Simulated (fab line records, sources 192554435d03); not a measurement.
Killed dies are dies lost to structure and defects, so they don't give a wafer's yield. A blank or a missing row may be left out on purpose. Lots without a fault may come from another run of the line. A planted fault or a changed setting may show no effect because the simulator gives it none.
Split-lot experiment | flow n5_finfet | 7 lots, 21 wafers read, on a route of 1938 steps

THE SPLIT
At N5_BEOL_M9_ILD_DEP_00 (deposits SiCOH lowk from DEMS/porogen, target thk 308.51 nm, time 58 s), the setting time_s was moved away from the recipe's 58 s on 3 of the 21 wafers read, by -5.0% to +6.7%. The other wafers ran this setting at the recipe's value.

FROM THE SPLIT TO THE READING: what the file shows between them, 1 step
- N5_BEOL_M9_CURE_71: cures SiCOH lowk, time 240 s

THE READING
M9_ILD_THK, in nm, at N5_BEOL_M9_THK_MEAS_01. Fault-free wafers of this fab line usually give 269 nm, standard deviation 3.4 nm.

wafer  | tool, chamber at the split | time_s as run, s | against the recipe | M9_ILD_THK, nm | against lot-mates on the recipe
L074.2 | pecvd-03, 1                | 58               | recipe             | 271            | -
L074.3 | pecvd-03, 0                | 58               | recipe             | 272            | -
L074.5 | pecvd-03, 0                | 58               | recipe             | 277            | -
L076.1 | pecvd-03, 1                | 58               | recipe             | 267            | -
L076.4 | pecvd-03, 2                | 58               | recipe             | 267            | -
L076.6 | pecvd-03, 1                | 58               | recipe             | 270            | -
L077.1 | pecvd-02, 2                | 58               | recipe             | 268            | -
L077.3 | pecvd-02, 1                | 61.9             | +6.7%              | 287            | +19
L077.5 | pecvd-02, 0                | 58               | recipe             | 268            | -
L082.2 | pecvd-03, 1                | 58               | recipe             | 265            | -
L082.3 | pecvd-03, 2                | 58               | recipe             | 265            | -
L082.6 | pecvd-03, 2                | 58               | recipe             | 268            | -
L086.1 | pecvd-01, 0                | 60.5             | +4.3%              | 280            | +12
L086.2 | pecvd-01, 2                | 58               | recipe             | 265            | -
L086.5 | pecvd-01, 2                | 58               | recipe             | 270            | -
L091.1 | pecvd-01, 0                | 58               | recipe             | 271            | -
L091.2 | pecvd-01, 1                | 58               | recipe             | 270            | -
L091.6 | pecvd-01, 0                | 58               | recipe             | 274            | -
L097.1 | pecvd-02, 0                | 58               | recipe             | 265            | -
L097.4 | pecvd-02, 2                | 55.1             | -5.0%              | 256            | -14
L097.5 | pecvd-02, 1                | 58               | recipe             | 274            | -

THE FIT
A straight line over all 21 wafers: M9_ILD_THK changes by +2.61 nm for each +1% of time_s; r = +0.86; the points scatter about the line by 3.3 nm.
The same after taking each lot's own level away (the mean of its wafers on the recipe; 21 wafers): +2.8 nm for each +1%; r = +0.94; scatter 2.2 nm.
On that fit, the largest move of time_s shifts the reading by 19 nm.
The lots' own levels span 266.0 to 273.3 nm, that is 2.2 times the standard deviation above.
So the lot-to-lot level changes the slope little: the two slopes agree.
Check: with one of the wafers moved furthest among these (+6.7%) left out of the fit, the line predicts +18.8 nm for it against its lot-mates. It came out at +19 nm against them.

OTHER SPLITS ON THESE WAFERS
These wafers also went through other splits before the reading. Each is held against what the fit with the lots' levels taken away leaves over:
other split on the same wafers | wafers away from the commonest value | r with M9_ILD_THK (lot level and that fit taken away)
N5_BEOL_M5_ETCH_68 bias_w      | 5                                    | +0.25
N5_BEOL_M5_VIA_ETCH_34 bias_w  | 7                                    | +0.27
N5_BEOL_M7_COAT_60 spin_rpm    | 7                                    | +0.14
N5_BEOL_M7_ETCH_61 source_w    | 7                                    | -0.11
N5_BEOL_M8_DESCUM_33 time_s    | 10                                   | -0.20
N5_BEOL_M8_ETCH_66 source_w    | 7                                    | +0.05

THE WHOLE CHAIN: every reading that the file lists as answering this split, in the file's order
step                   | what it does                                                           | reading                                                                                  | change (the file's fit)              | r (the file's)
N5_BEOL_M9_ILD_DEP_00  | deposits SiCOH lowk from DEMS/porogen, target thk 308.51 nm, time 58 s | SiCOH_lowk_of_BEOL_M9_ILD_DEP_00.thk_nm (the simulator's own value, which no gauge read) | +3.16 nm for each +1% of the setting | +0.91
N5_BEOL_M9_CURE_71     | cures SiCOH lowk, time 240 s                                           | SiCOH_lowk_of_BEOL_M9_ILD_DEP_00.thk_nm (the simulator's own value, which no gauge read) | +2.78 nm for each +1% of the setting | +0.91
N5_BEOL_M9_THK_MEAS_01 |                                                                        | M9_ILD_THK                                                                               | +2.77 for each +1% of the setting    | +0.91

THE FILE'S OWN FIT
M9_ILD_THK changes by +2.77 nm for each +1% of time_s, r = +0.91.
